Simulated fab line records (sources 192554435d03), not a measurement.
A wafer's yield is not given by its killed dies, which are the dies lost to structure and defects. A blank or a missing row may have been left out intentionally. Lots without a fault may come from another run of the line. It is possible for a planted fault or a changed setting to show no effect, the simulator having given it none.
fab line records | flow n5Finfet
record: lots: 7 wafers: 39
route steps=1938 shown WELL_APT@33 FIN_SAQP@125 DUMMY_GATE@228
startH: start of the lot's first displayed wafer, in hours after the record's first day | waitH: hours elapsed since this lot's preceding step | " repeats the value in the row above | L1.1+2: a row that stands for several wafers | - no value, or no start given | * or withheld: withheld | < > ~ a bound
route shown NAME@n: NAME is a module with steps in the file, n the number in the route of the first one | usual: average and standard deviation across the fault-free wafers | same: alike in all rows | chamber/n: place in a boat | sites: each site's reading | _std_site: standard deviation of those values | _edge_site: inner sites' mean taken away from outer sites' mean | radiusMm: for every site, how far away it sits from the centre of the wafer | mask NAME#n: copy n | behind: the last tool/chamber to shape the wafer | hold: cause of the lot's hold/its duration in hours/its outcome | device: the n, p or np transistor that did not switch | end of line: the same wafers' tests at the end of the route | a step without rows: its recipe alone | killed: dies lost to structure and defects at the first sort, not the wafer's yield | map: dies across one wafer; x = killed, . = not, _ = none there
set.NAME: the setting the step ran with; set.NAME@STEP: the setting that earlier step ran with | model.NAME: the simulator's own value behind a step, which no gauge read
lots whose settings were changed on purpose; a table a step, a row a wafer
== steps ==
step: N5_WELL_APT_IMPLANT_15
recipe: species: As energyKev: 25 doseCm2: 1.5e+13 tiltDeg: 0 rotationDeg: 0
columns lot.wafer tool chamber startH waitH set.energyKev model.implant.rpNm model.implant.drpNm
L074.1+2+3 implanter-02 0 14.06 0.1 25 18.78 8.457
L081.1+4+5 implanter-02 0 56.11 0.1 25 17.82 8.457
L081.2+3+6 " 0 " " 22.62 16.55 7.882
L084.1+2+4 implanter-02 0 74.37 0.1 22.53 17 7.86
L084.3+5+6 " 0 " " 25 18.36 8.457
L089.1+3+4 implanter-02 0 104.17 0.1 25 18.96 8.457
L089.2+5+6 " 0 " " 27.69 20.47 9.098
L092.1+3+5 implanter-02 0 122.07 0.1 25 18.64 8.457
L092.2+4+6 " 0 " " 28.48 20.56 9.284
L093.1+2+3 implanter-01 0 132.86 0.1 28.15 20.36 9.206
L093.4+5+6 " 0 " " 25 18.62 8.457
L095.1+2+5 implanter-01 0 140.49 0.1 27.52 19.95 9.057
L095.3+4+6 " 0 " " 25 18.57 8.457
step: N5_FIN_SAQP_SPACER1_ALD_24
recipe: material: SiO2 targetThkA: 203 tempC: 300 aldPrecursorFamily: BDEAS aldCoReactant: O2-plasma pulseTimeS: 1 purgeTimeS: 2 coReactantPurgeTimeS: 2 aldCycles: 218 pressureTorr: 2
columns lot.wafer tool chamber startH waitH set.tempC model.SiO2_of_FIN_SAQP_SPACER1_ALD_24.thkNm
L074.1+3 aldSin-01 1,2 23.14 0.3 300 20.4
L074.2 " 3 " " 300 20.2
L081.1 aldSin-01 2 65.40 0.5 300 20.2
L081.2+3+5 " 3,0,0 " " 295.9 20.6
L081.4+6 " 1 " " 300 20.4
L084.1+4+6 aldSin-03 1,2,1 85.82 0.5 293.4 20.8
L084.2 " 3 " " 300 20.4
L084.3+5 " 0 " " 300 20.2
L089.1+2+4+6 aldSin-01 3,2,1,3 113.74 0.3 300 20.4
L089.3+5 " 0 " " 300 20.2
L092.1+2+5 aldSin-04 0,2,0 130.72 0.3 291.7 21
L092.3+4+6 " 3,1,1 " " 300 20.4
L093.1+3+4+5+6 aldSin-01 2,3,0,3,0 143.07 0.6 300 20.2
L093.2 " 1 " " 300 20.4
L095.1+4+6 aldSin-04 3,2,3 149.57 0.3 300 20.4
L095.2 " 0 " " 308.5 20.2
L095.3+5 " 1,2 " " 308.5 20
step: N5_FIN_SAQP_SPACER1_ETCHBACK_25
recipe: chemistry: CHF3/O2 mode: anisotropicEtchback target: SiO2 targetDepthA: 244 timeS: 12.2 pressureMtorr: 30 sourceW: 650 biasW: 170 Ar_flow_sccm: 200 CHF3_flow_sccm: 50 O2_flow_sccm: 5 ionEnergyEv: 200
step: N5_FIN_SAQP_MANDREL1_REMOVE_56
recipe: chemistry: HBr/Cl2/O2 btTimeS: 10 target: a-Si stopOn: SiNx endpoint: OES-SiCl overEtchFrac: 1 icpW: 600 biasW: 22 HBr_flow_sccm: 150 Cl2_flow_sccm: 80 O2_flow_sccm: 5 pressureMtorr: 10
columns lot.wafer tool chamber startH waitH set.tempC@FIN_SAQP_SPACER1_ALD_24 model.FIN_SAQP.cdNm
L074.1+2+3 rieSi-01 2,1,3 23.95 0.1 300 20.4
L081.1+4 rieSi-06 0,2 66.20 0.1 300 20.2
L081.2+3 " 1,3 " " 295.9 20.6
L081.5 " 2 " " 295.9 20.4
L081.6 " 3 " " 300 20.4
L084.1 rieSi-06 2 86.63 0.1 293.4 20.6
L084.2+3+5 " 0,3,0 " " 300 20.2
L084.4+6 " 1 " " 293.4 20.8
L089.1+2+3+5+6 rieSi-01 3,0,2,1,0 114.63 0.1 300 20.2
L089.4 " 1 " " 300 20.4
L092.1+2+5 rieSi-01 2,3,3 131.53 0.1 291.7 21
L092.3+4 " 1,0 " " 300 20.4
L092.6 " 2 " " 300 20.2
L093.1+3 rieSi-01 3,2 144.00 0.1 300 20.2
L093.2+6 " 1 " " 300 20.4
L093.4+5 " 0 " " 300 20
L095.1+6 rieSi-06 2 150.38 0.1 300 20.4
L095.2 " 3 " " 308.5 20.2
L095.3+5 " 1,3 " " 308.5 20
L095.4 " 0 " " 300 20.6
step: N5_DUMMY_GATE_EXPOSE_12
recipe: maskId: GATE na: 0.33 sourceShape: annular sigmaInner: 0.2 sigmaOuter: 0.6 polarization: unpolarized targetCdNm: 25 doseMj: 34
columns lot.wafer tool chamber startH waitH mask set.doseMj
L074.1+2+3 euvScanner-02 0 46.42 - GATE#0 34
L081.1+2+3+4+5+6 euvScanner-02 0 87.16 - GATE#0 34
L084.1+4+5 euvScanner-01 0 108.08 - GATE#0 36.29
L084.2+3+6 " 0 " " GATE#0 34
L089.1+5+6 euvScanner-01 0 136.66 - GATE#0 32.1
L089.2+3+4 " 0 " " GATE#0 34
L092.1+3+6 euvScanner-02 0 157.56 - GATE#0 34
L092.2+4+5 " 0 " " GATE#0 36.67
L093.1+5+6 euvScanner-01 0 165.25 - GATE#0 34
L093.2+3+4 " 0 " " GATE#0 35.33
L095.1+4+5 euvScanner-01 0 173.20 - GATE#0 33.21
L095.2+3+6 " 0 " " GATE#0 34
step: N5_DUMMY_GATE_PEB_13
recipe: pebTempC: 100 pebTimeS: 60 resist: CAR-EUV
step: N5_DUMMY_GATE_DEVELOP_14
recipe: developTimeS: 30 developer: TMAH resist: CAR-EUV rinseLiquid: surfactantRinse dry: airSpin devTempC: 23
step: N5_DUMMY_GATE_CD_MEAS_15
recipe: targetCdNm: 25.8 landingEnergyEv: 500 detector: seInlens
usual: cdNm: 24.96/0.22
columns lot.wafer tool chamber startH waitH set.doseMj@DUMMY_GATE_EXPOSE_12 cdNm
L074.1 cdSem-02 0 46.55 - 34 24.70
L074.2 " 0 " " 34 25.26
L074.3 " 0 " " 34 24.62
L081.1 cdSem-01 0 87.29 - 34 24.61
L081.2 " 0 " " 34 24.91
L081.3 " 0 " " 34 24.61
L081.4 " 0 " " 34 24.59
L081.5 " 0 " " 34 24.92
L081.6 " 0 " " 34 24.61
L084.1 cdSem-02 0 108.21 - 36.29 24.07
L084.2 " 0 " " 34 25.30
L084.3 " 0 " " 34 25.26
L084.4 " 0 " " 36.29 23.98
L084.5 " 0 " " 36.29 23.96
L084.6 " 0 " " 34 25.29
L089.1 cdSem-03 0 136.79 - 32.1 25.92
L089.2 " 0 " " 34 24.87
L089.3 " 0 " " 34 25.10
L089.4 " 0 " " 34 25.34
L089.5 " 0 " " 32.1 26.35
L089.6 " 0 " " 32.1 26.14
L092.1 cdSem-02 0 157.69 - 34 25.03
L092.2 " 0 " " 36.67 23.35
L092.3 " 0 " " 34 25.28
L092.4 " 0 " " 36.67 23.62
L092.5 " 0 " " 36.67 23.60
L092.6 " 0 " " 34 24.91
L093.1 cdSem-03 0 165.38 - 34 24.52
L093.2 " 0 " " 35.33 23.66
L093.3 " 0 " " 35.33 24.02
L093.4 " 0 " " 35.33 24.12
L093.5 " 0 " " 34 24.73
L093.6 " 0 " " 34 24.73
L095.1 cdSem-01 0 173.33 - 33.21 25.51
L095.2 " 0 " " 34 24.79
L095.3 " 0 " " 34 25.18
L095.4 " 0 " " 33.21 25.41
L095.5 " 0 " " 33.21 25.28
L095.6 " 0 " " 34 25.16
step: N5_DUMMY_GATE_STRIP_38
recipe: chemistry: N2/H2 tempC: 40 n2FlowSccm: 200 h2FlowSccm: 200 rfFrequencyHz: 6e+07
step: N5_DUMMY_GATE_STRIP_39
recipe: chemistry: N2/H2 tempC: 40 n2FlowSccm: 200 h2FlowSccm: 200 rfFrequencyHz: 6e+07
step: N5_DUMMY_GATE_TRIM_49
recipe: chemistry: O2 resist: SOC timeS: 29 targetCdNm: 14 sourcePowerW: 300 biasPowerW: 0 O2_flow_sccm: 100 tempC: 20
columns lot.wafer tool chamber startH waitH set.doseMj@DUMMY_GATE_EXPOSE_12 model.DUMMY_GATE.cdNm
L074.1 rieSi-02 0 46.91 0.0 34 14
L074.2 " 3 " " 34 13.8
L074.3 " 2 " " 34 13.6
L081.1 rieSi-05 1 87.65 0.0 34 13.6
L081.2+5 " 3,0 " " 34 13.8
L081.3 " 2 " " 34 14
L081.4 " 0 " " 34 14.4
L081.6 " 3 " " 34 13.4
L084.1 rieSi-05 2 109.20 0.0 36.29 12.4
L084.2 " 0 " " 34 14.2
L084.3 " 1 " " 34 13.8
L084.4+5 " 3,2 " " 36.29 12.8
L084.6 " 1 " " 34 14.6
L089.1 rieSi-02 1 137.36 0.0 32.1 15.4
L089.2 " 0 " " 34 14.2
L089.3 " 2 " " 34 14.4
L089.4 " 3 " " 34 13.6
L089.5 " 1 " " 32.1 16
L089.6 " 2 " " 32.1 15.2
L092.1+3+6 rieSi-05 1,3,2 158.06 0.0 34 14.2
L092.2 " 2 " " 36.67 12.6
L092.4 " 0 " " 36.67 11.8
L092.5 " 1 " " 36.67 12.2
L093.1 rieSi-04 2 165.74 0.0 34 14
L093.2+3+4 " 0,3,0 " " 35.33 13.2
L093.5 " 3 " " 34 14.2
L093.6 " 2 " " 34 14.4
L095.1+5 rieSi-05 3,1 173.69 0.0 33.21 14.6
L095.2 " 2 " " 34 13.8
L095.3 " 1 " " 34 14.4
L095.4 " 0 " " 33.21 14.2
L095.6 " 0 " " 34 13.6
step: N5_DUMMY_GATE_STRIP_40
recipe: chemistry: CF4 resist: SiARC powerW: 300 biasPowerW: 75 pressureMtorr: 50 cf4FlowSccm: 150 rfFrequencyHz: 6e+07
step: N5_DUMMY_GATE_CD_MEAS_50
recipe: targetCdNm: 14
usual: cdNm: 14.0/0.35
columns lot.wafer tool chamber startH waitH set.doseMj@DUMMY_GATE_EXPOSE_12 cdNm
L074.1 cdSem-03 - 47.06 0.0 34 14.3
L074.2 " - " " 34 13.9
L074.3 " - " " 34 13.6
L081.1 cdSem-02 - 87.79 0.0 34 13.6
L081.2 " - " " 34 13.8
L081.3 " - " " 34 14.2
L081.4 " - " " 34 14.5
L081.5 " - " " 34 13.9
L081.6 " - " " 34 13.5
L084.1 cdSem-03 - 109.36 0.0 36.29 12.9
L084.2 " - " " 34 14.3
L084.3 " - " " 34 13.7
L084.4 " - " " 36.29 12.7
L084.5 " - " " 36.29 13.0
L084.6 " - " " 34 14.8
L089.1 cdSem-03 - 137.52 0.0 32.1 15.4
L089.2 " - " " 34 14.4
L089.3 " - " " 34 14.5
L089.4 " - " " 34 13.6
L089.5 " - " " 32.1 15.9
L089.6 " - " " 32.1 15.1
L092.1 cdSem-01 - 158.21 0.0 34 14.3
L092.2 " - " " 36.67 12.5
L092.3 " - " " 34 14.1
L092.4 " - " " 36.67 11.9
L092.5 " - " " 36.67 12.7
L092.6 " - " " 34 14.0
L093.1 cdSem-03 - 165.89 0.0 34 13.7
L093.2 " - " " 35.33 13.2
L093.3 " - " " 35.33 13.2
L093.4 " - " " 35.33 13.6
L093.5 " - " " 34 14.2
L093.6 " - " " 34 14.7
L095.1 cdSem-01 - 173.97 0.0 33.21 14.4
L095.2 " - " " 34 14.0
L095.3 " - " " 34 13.9
L095.4 " - " " 33.21 14.0
L095.5 " - " " 33.21 14.5
L095.6 " - " " 34 14.0
step: N5_DUMMY_GATE_ETCH_31
recipe: chemistry: C4F6/O2 target: SiO2 maskMaterial: SOC targetDepthA: 825 timeS: 27.5 ionEnergyEv: 250 pressureMtorr: 30 sourceW: 345 biasW: 185 Ar_flow_sccm: 300 C4F6_flow_sccm: 10 O2_flow_sccm: 10
columns lot.wafer tool chamber startH waitH set.targetDepthA model.etch.depthNm
L074.1 rieDiel-01 0 47.10 0.0 825 85.22
L074.2 " 3 " " 825 83.5
L074.3 " 2 " " 825 82.56
L081.1 rieDiel-02 0 87.84 0.0 825 81.85
L081.2 " 3 " " 825 82.2
L081.3 " 2 " " 825 79.68
L081.4 " 1 " " 825 82.34
L081.5 " 3 " " 825 81.34
L081.6 " 0 " " 825 81.61
L084.1 rieDiel-01 0 109.41 0.0 825 86.02
L084.2 " 3 " " 825 83.06
L084.3 " 1 " " 825 84.61
L084.4 " 2 " " 825 81.43
L084.5 " 1 " " 825 84.37
L084.6 " 2 " " 825 81.74
L089.1 rieDiel-02 3 137.57 0.0 825 83.61
L089.2 " 0 " " 825 82.14
L089.3 " 2 " " 825 79.71
L089.4 " 1 " " 825 83.56
L089.5 " 2 " " 825 80.09
L089.6 " 3 " " 825 82.75
L092.1 rieDiel-03 3 158.36 0.2 825 83.18
L092.2 " 2 " " 825 83.69
L092.3 " 0 " " 774.5 75.68
L092.4 " 1 " " 825 82.06
L092.5 " 0 " " 774.5 76
L092.6 " 1 " " 774.5 77.11
L093.1 rieDiel-03 0 165.94 0.0 766.9 74.9
L093.2 " 2 " " 825 83.31
L093.3 " 1 " " 825 82.4
L093.4 " 3 " " 766.9 76.77
L093.5 " 1 " " 766.9 76.4
L093.6 " 0 " " 825 81.28
L095.1 rieDiel-01 3 174.01 0.0 825 82.15
L095.2 " 1 " " 731 73.82
L095.3 " 2 " " 731 71.51
L095.4 " 0 " " 731 74.56
L095.5 " 2 " " 825 81.41
L095.6 " 3 " " 825 81.74
step: N5_DUMMY_GATE_ETCH_32
recipe: chemistry: CF4 target: SiO2 targetDepthA: 35 timeS: 3.9 ionEnergyEv: 350 pressureMtorr: 10 icpW: 800 biasW: 400 cf4FlowSccm: 80
columns lot.wafer tool chamber startH waitH set.timeS model.etch.depthNm
L074.1 rieSi-05 3 47.35 0.1 3.9 3.468
L074.2 " 2 " " 3.9 3.587
L074.3 " 1 " " 3.9 3.49
L081.1 rieSi-04 2 88.09 0.1 3.9 3.372
L081.2 " 1 " " 4.663 4.214
L081.3 " 0 " " 3.9 3.441
L081.4 " 3 " " 4.663 4.168
L081.5 " 0 " " 4.663 4.1
L081.6 " 1 " " 3.9 3.528
L084.1 rieSi-04 1 109.66 0.1 4.181 3.812
L084.2 " 0 " " 4.181 3.692
L084.3 " 3 " " 3.9 3.551
L084.4 " 2 " " 3.9 3.434
L084.5 " 0 " " 4.181 3.713
L084.6 " 1 " " 3.9 3.573
L089.1+6 rieSi-05 3,1 137.81 0.1 3.9 3.468
L089.2 " 1 " " 3.9 3.514
L089.3 " 0 " " 3.9 3.531
L089.4+5 " 2,0 " " 3.9 3.535
L092.1+2 rieSi-04 0,2 158.61 0.1 3.9 3.401
L092.3 " 3 " " 3.9 3.456
L092.4 " 0 " " 3.9 3.435
L092.5 " 2 " " 3.9 3.391
L092.6 " 3 " " 3.9 3.449
L093.1 rieSi-05 0 166.18 0.1 3.148 2.909
L093.2 " 3 " " 3.9 3.477
L093.3 " 2 " " 3.148 2.904
L093.4 " 1 " " 3.9 3.504
L093.5 " 3 " " 3.9 3.505
L093.6 " 0 " " 3.148 2.882
L095.1 rieSi-02 0 174.26 0.1 4.735 4.331
L095.2 " 2 " " 4.735 4.122
L095.3 " 3 " " 3.9 3.534
L095.4 " 1 " " 3.9 3.392
L095.5 " 0 " " 3.9 3.55
L095.6 " 3 " " 4.735 4.269
step: N5_DUMMY_GATE_ETCH_23
recipe: chemistry: HBr/Cl2/O2 HBr_flow_sccm: 150 Cl2_flow_sccm: 80 O2_flow_sccm: 12 biasW: 102 targetDepthA: 410 timeS: 22.3 target: poly-Si maskMaterial: SiO2 pressureMtorr: 10 icpW: 800
step: N5_DUMMY_GATE_ETCH_44
recipe: chemistry: HBr/O2 overEtchFrac: 0.7 targetDepthA: 1275 stopOn: SiO2 ionEnergyEv: 60 biasW: 20 target: poly-Si maskMaterial: SiO2 pressureMtorr: 20 icpW: 400 HBr_flow_sccm: 120 O2_flow_sccm: 10
columns lot.wafer tool chamber startH waitH set.doseMj@DUMMY_GATE_EXPOSE_12 model.DUMMY_GATE.cdNm
L074.1+3 rieSi-05 3,1 47.44 0.0 34 14.8
L074.2 " 2 " " 34 15
L081.1 rieSi-04 2 88.18 0.0 34 14.8
L081.2+5 " 1,0 " " 34 15
L081.3 " 0 " " 34 15.2
L081.4 " 3 " " 34 15.4
L081.6 " 1 " " 34 14.4
L084.1 rieSi-04 1 109.75 0.0 36.29 13.4
L084.2 " 0 " " 34 15.4
L084.3 " 3 " " 34 15.2
L084.4 " 2 " " 36.29 13.8
L084.5 " 0 " " 36.29 14
L084.6 " 1 " " 34 16
L089.1 rieSi-05 3 137.90 0.0 32.1 16.4
L089.2 " 1 " " 34 15.4
L089.3 " 0 " " 34 15.8
L089.4 " 2 " " 34 14.4
L089.5 " 0 " " 32.1 17.2
L089.6 " 1 " " 32.1 16.6
L092.1+3 rieSi-04 0,3 158.70 0.0 34 15.4
L092.2 " 2 " " 36.67 13.4
L092.4 " 0 " " 36.67 12.8
L092.5 " 2 " " 36.67 13.2
L092.6 " 3 " " 34 15.2
L093.1+5 rieSi-05 0,3 166.27 0.0 34 15.2
L093.2+3+4 " 3,2,1 " " 35.33 14.2
L093.6 " 0 " " 34 15.4
L095.1+5 rieSi-02 0 174.35 0.0 33.21 15.8
L095.2 " 2 " " 34 15
L095.3 " 3 " " 34 15.4
L095.4 " 1 " " 33.21 15
L095.6 " 3 " " 34 14.8
step: N5_DUMMY_GATE_CD_MEAS_24
recipe: targetCdNm: 15
usual: cdNm: 15.1/0.42
columns lot.wafer tool chamber startH waitH set.doseMj@DUMMY_GATE_EXPOSE_12 cdNm
L074.1 cdSem-03 - 47.55 0.1 34 14.4
L074.2 " - " " 34 15.2
L074.3 " - " " 34 15.0
L081.1 cdSem-02 - 88.29 0.1 34 14.9
L081.2 " - " " 34 14.9
L081.3 " - " " 34 15.3
L081.4 " - " " 34 15.2
L081.5 " - " " 34 15.2
L081.6 " - " " 34 14.6
L084.1 cdSem-02 - 109.86 0.1 36.29 13.2
L084.2 " - " " 34 15.5
L084.3 " - " " 34 15.3
L084.4 " - " " 36.29 13.7
L084.5 " - " " 36.29 14.2
L084.6 " - " " 34 15.8
L089.1 cdSem-02 - 138.01 0.1 32.1 16.4
L089.2 " - " " 34 15.5
L089.3 " - " " 34 15.7
L089.4 " - " " 34 14.5
L089.5 " - " " 32.1 16.9
L089.6 " - " " 32.1 16.1
L092.1 cdSem-02 - 158.81 0.1 34 15.3
L092.2 " - " " 36.67 12.9
L092.3 " - " " 34 15.3
L092.4 " - " " 36.67 13.0
L092.5 " - " " 36.67 12.8
L092.6 " - " " 34 15.5
L093.1 cdSem-01 - 166.38 0.1 34 15.0
L093.2 " - " " 35.33 14.4
L093.3 " - " " 35.33 14.2
L093.4 " - " " 35.33 14.3
L093.5 " - " " 34 15.1
L093.6 " - " " 34 15.5
L095.1 cdSem-01 - 174.46 0.1 33.21 15.8
L095.2 " - " " 34 15.1
L095.3 " - " " 34 15.5
L095.4 " - " " 33.21 15.1
L095.5 " - " " 33.21 15.8
L095.6 " - " " 34 15.0
== key ==
split: step: N5_WELL_APT_IMPLANT_15 setting: energyKev stated: 25 by: wafer
response: step: N5_WELL_APT_IMPLANT_15 reading: model.implant.rpNm change: +0.138 per: 1% r: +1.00
response: step: N5_WELL_APT_IMPLANT_15 reading: model.implant.drpNm change: +0.0597 per: 1% r: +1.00
split: step: N5_FIN_SAQP_SPACER1_ALD_24 setting: tempC stated: 300 by: wafer
response: step: N5_FIN_SAQP_SPACER1_ALD_24 reading: model.SiO2_of_FIN_SAQP_SPACER1_ALD_24.thkNm change: -0.185 per: 1% r: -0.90
response: step: N5_FIN_SAQP_MANDREL1_REMOVE_56 reading: model.FIN_SAQP.cdNm change: -0.202 per: 1% r: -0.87
split: step: N5_DUMMY_GATE_EXPOSE_12 setting: doseMj stated: 34 by: wafer
response: step: N5_DUMMY_GATE_CD_MEAS_15 reading: cdNm change: -0.19 per: 1% r: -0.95
response: step: N5_DUMMY_GATE_TRIM_49 reading: model.DUMMY_GATE.cdNm change: -0.248 per: 1% r: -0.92
response: step: N5_DUMMY_GATE_CD_MEAS_50 reading: cdNm change: -0.219 per: 1% r: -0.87
response: step: N5_DUMMY_GATE_ETCH_44 reading: model.DUMMY_GATE.cdNm change: -0.272 per: 1% r: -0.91
response: step: N5_DUMMY_GATE_CD_MEAS_24 reading: cdNm change: -0.273 per: 1% r: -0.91
split: step: N5_DUMMY_GATE_ETCH_31 setting: targetDepthA stated: 825 by: wafer
response: step: N5_DUMMY_GATE_ETCH_31 reading: model.etch.depthNm change: +0.839 per: 1% r: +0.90
split: step: N5_DUMMY_GATE_ETCH_32 setting: timeS stated: 3.9 by: wafer
response: step: N5_DUMMY_GATE_ETCH_32 reading: model.etch.depthNm change: +0.0341 per: 1% r: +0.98
